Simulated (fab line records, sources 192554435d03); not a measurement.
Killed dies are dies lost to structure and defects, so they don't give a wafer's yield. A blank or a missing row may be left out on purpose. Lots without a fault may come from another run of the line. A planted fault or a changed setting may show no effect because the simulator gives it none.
Chamber matching | flow n5_finfet | N5_BEOL_M0_SAQP_ETCH_73 on rie_diel-02: 4 sister chambers
The step etches SiARC in CF4, target depth 19.5 nm, time 32.5 s. 16 wafers are shown with their chamber, then 8 later ones without.

WAFERS WITH THEIR CHAMBER
wafer  | chamber | drypump_motor_current_A (A) | throttle_valve_pct (%) | showerhead_plenum_p_Torr (Torr)
L076.1 | 2       | 5.6                         | 15.37                  | 2.15
L076.3 | 3       | 4.7                         | 15.83                  | 2.14
L076.5 | 3       | 4.7                         | 15.83                  | 2.14
L077.1 | 3       | 4.7                         | 15.84                  | 2.14
L077.5 | 0       | 6.0                         | 16.01                  | 2.12
L077.6 | 2       | 5.6                         | 15.39                  | 2.15
L084.1 | 3       | 4.8                         | 15.84                  | 2.13
L084.2 | 0       | 6.0                         | 16.02                  | 2.12
L084.3 | 2       | 5.6                         | 15.42                  | 2.15
L084.4 | 1       | 5.9                         | 15.22                  | 2.29
L084.5 | 3       | 4.8                         | 15.83                  | 2.13
L084.6 | 0       | 6.0                         | 16.02                  | 2.12
L085.2 | 2       | 5.6                         | 15.42                  | 2.15
L085.5 | 0       | 6.0                         | 16.03                  | 2.12
L085.6 | 1       | 5.9                         | 15.23                  | 2.28
L086.1 | 3       | 4.7                         | 15.85                  | 2.13

SIGNATURES (means of the wafers above)
reading                  | chamber 0 | chamber 1 | chamber 2 | chamber 3 | scatter within a chamber
drypump_motor_current_A  | 6.000     | 5.900     | 5.600     | 4.733     | 0.0333
throttle_valve_pct       | 16.0200   | 15.2250   | 15.4000   | 15.8367   | 0.0141
showerhead_plenum_p_Torr | 2.1200    | 2.2850    | 2.1500    | 2.1350    | 0.00408
Rule: a wafer's distance from a chamber is the root of the sum, over the readings, of the square of ((its reading less the chamber's mean) divided by the reading's scatter). The wafer belongs to the nearest chamber; if the next one is less than 2 further off, it can't be placed. The scatter: the root of (the sum of the squares of (reading less its chamber's mean) over the shown wafers, divided by (wafers less chambers)).

WAFERS WITHOUT THEIR CHAMBER
wafer  | drypump_motor_current_A (A) | throttle_valve_pct (%) | showerhead_plenum_p_Torr (Torr)
L086.3 | 5.9                         | 15.23                  | 2.28
L086.4 | 6.0                         | 16.04                  | 2.12
L090.1 | 4.7                         | 15.89                  | 2.13
L090.4 | 6.0                         | 16.04                  | 2.12
L090.5 | 5.9                         | 15.24                  | 2.28
L094.1 | 4.8                         | 15.89                  | 2.13
L094.5 | 6.0                         | 16.06                  | 2.11
L094.6 | 4.7                         | 15.89                  | 2.13

WHICH CHAMBER EACH WENT THROUGH
wafer  | from the rows above | in truth
L086.3 | 1                   | 1
L086.4 | 0                   | 0
L090.1 | 3                   | 3
L090.4 | 0                   | 0
L090.5 | 1                   | 1
L094.1 | 3                   | 3
L094.5 | 0                   | 0
L094.6 | 3                   | 3
Placed correctly: 8 of 8. Can't be placed from these rows: 0. Placed wrongly: 0.
